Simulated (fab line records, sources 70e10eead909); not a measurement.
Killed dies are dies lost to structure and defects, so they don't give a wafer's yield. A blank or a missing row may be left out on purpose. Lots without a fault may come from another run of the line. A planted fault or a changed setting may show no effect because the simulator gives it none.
Which tool did it? | flow nand_harc | 15 lots, 45 wafers sampled, at 4 steps of a route of 1302

WHAT THE GAUGES READ, wafer by wafer
The record holds no reading of a measuring or inspecting step that can be judged against a usual standard deviation.

WHICH TOOL RAN EACH LOT (tool, then ch and the chambers of the sampled wafers, then the start)
lot  | NHARC_A_BONDPAD_CMP_29        | NHARC_A_BONDPAD_ETCH_34            | NHARC_A_BONDPAD_ETCH_12            | NHARC_A_BONDPAD_PVD_27
L470 | cmp-01 ch 1,3, day 23 16:44   | rie_diel-03 ch 1,2, day 23 17:50   | rie_diel-03 ch 0,1,3, no start     | pvd_sputter-02, no start
L472 | cmp-01 ch 0,1,2, day 23 21:20 | rie_diel-03 ch 0,1,2, day 23 22:28 | rie_diel-03 ch 1,2,3, no start     | pvd_sputter-02, no start
L471 | cmp-02 ch 1,2, day 24 02:38   | rie_diel-12 ch 0,2, day 24 03:45   | rie_diel-12 ch 0,2, no start       | pvd_sputter-03, no start
L474 | cmp-01 ch 0,1,2, day 25 05:55 | rie_diel-03 ch 0,1,2, day 25 07:04 | rie_diel-03 ch 0,2, no start       | pvd_sputter-03, no start
L475 | cmp-04 ch 0,1,2, day 26 01:04 | rie_diel-03 ch 0,2,3, day 26 02:01 | rie_diel-03 ch 0,2,3, no start     | pvd_sputter-03, no start
L479 | cmp-04 ch 0,2,3, day 27 15:25 | rie_diel-12 ch 1,3, day 27 16:31   | rie_diel-12 ch 2,3, day 27 16:36   | pvd_sputter-03, no start
L480 | cmp-02 ch 1,2,3, day 27 21:32 | rie_diel-03 ch 0,1,3, day 27 22:39 | rie_diel-03 ch 0,1,3, day 27 22:45 | pvd_sputter-03, no start
L483 | cmp-01 ch 0,2,3, day 28 16:47 | rie_diel-03 ch 0,2,3, day 28 17:53 | rie_diel-03 ch 2,3, day 28 17:58   | pvd_sputter-02, no start
L485 | cmp-01 ch 1,2,3, day 29 05:34 | rie_diel-12 ch 1,2, day 29 06:44   | rie_diel-12 ch 0,1,2, no start     | pvd_sputter-03, no start
L487 | cmp-04 ch 0,1,3, day 29 17:37 | rie_diel-03 ch 1,2,3, day 29 18:43 | rie_diel-03 ch 0,2,3, no start     | pvd_sputter-01, no start
L488 | cmp-02 ch 2,3, day 30 16:50   | rie_diel-03 ch 0,2,3, day 30 17:55 | rie_diel-03 ch 0,3, no start       | pvd_sputter-02, no start
L489 | cmp-01 ch 0,2,3, day 31 11:38 | rie_diel-03 ch 0,2,3, day 31 12:36 | rie_diel-03 ch 0,1,2, no start     | pvd_sputter-03, no start
L490 | cmp-02 ch 1,2,3, day 32 04:13 | rie_diel-03 ch 0,1,3, day 32 05:21 | rie_diel-03 ch 0,1,2, no start     | pvd_sputter-03, no start
L491 | cmp-04 ch 2,3, day 32 15:21   | rie_diel-03 ch 1,3, day 32 16:29   | rie_diel-03 ch 0,1,2, no start     | pvd_sputter-03, no start
L492 | cmp-04 ch 0,2,3, day 32 17:31 | rie_diel-12 ch 0,1,2, day 32 18:40 | rie_diel-12 ch 1,2,3, no start     | pvd_sputter-02, no start
- NHARC_A_BONDPAD_CMP_29: polishes SiCN, target thk 200 nm.
- NHARC_A_BONDPAD_ETCH_34: etches the open film in N2/H2, target depth 60 nm, overetch 18 nm, time 65.91 s.
- NHARC_A_BONDPAD_ETCH_12: etches the open film in CHF3/O2, target depth 220 nm, time 110 s.
- NHARC_A_BONDPAD_PVD_27: deposits Cu, target thk 30 nm, time 20.49 s.

WHAT THE TOOLS THEMSELVES READ (means of the sampled wafers that have a number; where no wafer has one, the mark that the record gives instead)
NHARC_A_BONDPAD_CMP_29.
lot  | tool   | motor_current_A (A)
L470 | cmp-01 | 12.2
L472 | cmp-01 | 12.5
L471 | cmp-02 | 11.0
L474 | cmp-01 | 12.6
L475 | cmp-04 | 11.5
L479 | cmp-04 | 11.5
L480 | cmp-02 | 11.3
L483 | cmp-01 | 11.7
L485 | cmp-01 | 12.2
L487 | cmp-04 | 11.8
L488 | cmp-02 | 11.4
L489 | cmp-01 | 11.8
L490 | cmp-02 | 11.5
L491 | cmp-04 | 11.9
L492 | cmp-04 | 11.5

NHARC_A_BONDPAD_ETCH_34.
lot  | tool        | bias_w (W) | chamber_pressure_mTorr (mTorr) | drypump_motor_current_A (A) | oes_product_au (a.u.) | rf_vpp_V (V) | showerhead_plenum_p_Torr (Torr) | throttle_valve_pct (%)
L470 | rie_diel-03 | 149.9      | 29.983                         | 5.3                         | 1.000                 | 429.7        | 2.04                            | 14.176
L472 | rie_diel-03 | 150.2      | 29.992                         | 5.7                         | 1.008                 | 430.2        | 2.03                            | 14.173
L471 | rie_diel-12 | 149.7      | 30.013                         | 5.8                         | 1.019                 | 433.2        | 2.14                            | 14.169
L474 | rie_diel-03 | 150.3      | 30.009                         | 5.7                         | 1.009                 | 430.0        | 2.03                            | 14.169
L475 | rie_diel-03 | 150.2      | 30.011                         | 5.5                         | 1.013                 | 431.4        | 2.08                            | 14.158
L479 | rie_diel-12 | -          | -                              | -                           | -                     | -            | -                               | -
L480 | rie_diel-03 | -          | -                              | -                           | -                     | -            | -                               | -
L483 | rie_diel-03 | -          | -                              | -                           | -                     | -            | -                               | -
L485 | rie_diel-12 | 150.7      | 29.997                         | 5.8                         | 1.001                 | 433.9        | 2.19                            | 14.179
L487 | rie_diel-03 | 150.1      | 30.000                         | 5.4                         | 1.006                 | 430.9        | 2.09                            | 14.166
L488 | rie_diel-03 | 149.9      | 29.996                         | 5.5                         | 1.004                 | 430.2        | 2.08                            | 14.172
L489 | rie_diel-03 | 150.0      | 29.991                         | 5.5                         | 1.007                 | 431.8        | 2.08                            | 14.170
L490 | rie_diel-03 | 150.1      | 30.012                         | 5.9                         | 1.002                 | 431.2        | 2.08                            | 14.174
L491 | rie_diel-03 | 149.6      | 30.018                         | 5.7                         | 1.005                 | 432.4        | 2.09                            | 14.162
L492 | rie_diel-12 | 149.5      | 29.984                         | 5.4                         | 1.004                 | 432.1        | 2.11                            | 14.175

NHARC_A_BONDPAD_ETCH_12.
lot  | tool        | bias_w (W) | chamber_pressure_mTorr (mTorr) | drypump_motor_current_A (A) | o2_flow_sccm (sccm) | oes_product_au (a.u.) | rf_vpp_V (V) | showerhead_plenum_p_Torr (Torr) | throttle_valve_pct (%)
L470 | rie_diel-03 | 200.4      | 24.991                         | 5.8                         | 9.97                | 0.919                 | 371.0        | 2.45                            | 20.564
L472 | rie_diel-03 | 200.2      | 25.000                         | 5.4                         | 10.00               | 0.932                 | 371.3        | 2.45                            | 20.579
L471 | rie_diel-12 | 200.3      | 24.996                         | 5.5                         | 9.99                | 0.933                 | 371.7        | 2.44                            | 20.567
L474 | rie_diel-03 | 199.9      | 25.013                         | 5.4                         | 9.98                | 0.962                 | 369.8        | 2.38                            | 20.573
L475 | rie_diel-03 | 199.4      | 25.009                         | 5.5                         | 9.98                | 0.979                 | 371.5        | 2.44                            | 20.575
L479 | rie_diel-12 | 200.6      | 25.009                         | 5.6                         | 10.02               | 0.968                 | 373.4        | 2.54                            | 20.575
L480 | rie_diel-03 | 200.6      | 25.000                         | 5.8                         | 9.99                | 0.983                 | 370.9        | 2.45                            | 20.570
L483 | rie_diel-03 | 200.3      | 25.006                         | 5.1                         | 9.98                | 0.978                 | 371.1        | 2.45                            | 20.577
L485 | rie_diel-12 | 199.7      | 25.004                         | 5.4                         | 10.02               | 0.954                 | 371.8        | 2.48                            | 20.578
L487 | rie_diel-03 | 199.8      | 24.994                         | 5.5                         | 9.99                | 0.963                 | 371.8        | 2.44                            | 20.582
L488 | rie_diel-03 | 199.9      | 24.994                         | 5.6                         | 9.98                | 0.931                 | 372.5        | 2.49                            | 20.582
L489 | rie_diel-03 | 200.3      | 25.010                         | 5.7                         | 10.01               | 0.966                 | 370.7        | 2.39                            | 20.572
L490 | rie_diel-03 | 199.8      | 25.013                         | 5.7                         | 10.00               | 0.953                 | 370.1        | 2.39                            | 20.569
L491 | rie_diel-03 | 199.6      | 24.997                         | 5.7                         | 10.00               | 0.961                 | 371.3        | 2.39                            | 20.579
L492 | rie_diel-12 | 199.4      | 24.993                         | 5.5                         | 10.00               | 0.923                 | 373.5        | 2.54                            | 20.573

NHARC_A_BONDPAD_PVD_27.
lot  | tool           | substrate_temp_c (C) | throttle_valve_pct (%)
L470 | pvd_sputter-02 | 30.11                | 29.6
L472 | pvd_sputter-02 | 29.91                | 28.9
L471 | pvd_sputter-03 | 29.86                | 30.6
L474 | pvd_sputter-03 | 29.92                | 30.6
L475 | pvd_sputter-03 | 29.95                | 30.8
L479 | pvd_sputter-03 | 30.07                | 30.5
L480 | pvd_sputter-03 | 30.08                | 30.4
L483 | pvd_sputter-02 | 30.11                | 30.0
L485 | pvd_sputter-03 | 29.95                | 31.1
L487 | pvd_sputter-01 | 29.87                | 29.5
L488 | pvd_sputter-02 | 29.93                | 29.2
L489 | pvd_sputter-03 | 30.04                | 30.9
L490 | pvd_sputter-03 | 29.94                | 30.7
L491 | pvd_sputter-03 | 30.01                | 30.8
L492 | pvd_sputter-02 | 30.00                | 29.1

THE ANSWER, worked out from the rows above alone
Rule: what is usual is taken from the lots themselves. Put in order of their means at a reading, lots are off if they are a third of the lots or fewer, leave a main group of 4 or more, and stand apart from it by a gap of 3 or more times the standard deviation of the main group's means; of several such gaps the widest counts. A main group whose means are all the same, to the digits that the tables above print for the reading, isn't used. A lot without any number at a reading at which 4 lots or more have one is off too. The other lots that the step has rows for count as sound. The gauges are gone through in route order, then the tools' own readings, and for those a lot's mean is taken as printed above. The first step at which some lot is off is used, and at that step the reading that is off furthest; a lot without a number counts as furthest.
Off: L479, L480, L483, at NHARC_A_BONDPAD_ETCH_34 (bias_w). Without a number there: L479, L480, L483. The main group: mean 150.0 W, standard deviation 0.32.
A tool fits if, at that step or a process step before it, it ran every lot that is off, and no sound lot after the first of them. None of those tried fits.

WHAT THE SIMULATOR HAD PUT IN
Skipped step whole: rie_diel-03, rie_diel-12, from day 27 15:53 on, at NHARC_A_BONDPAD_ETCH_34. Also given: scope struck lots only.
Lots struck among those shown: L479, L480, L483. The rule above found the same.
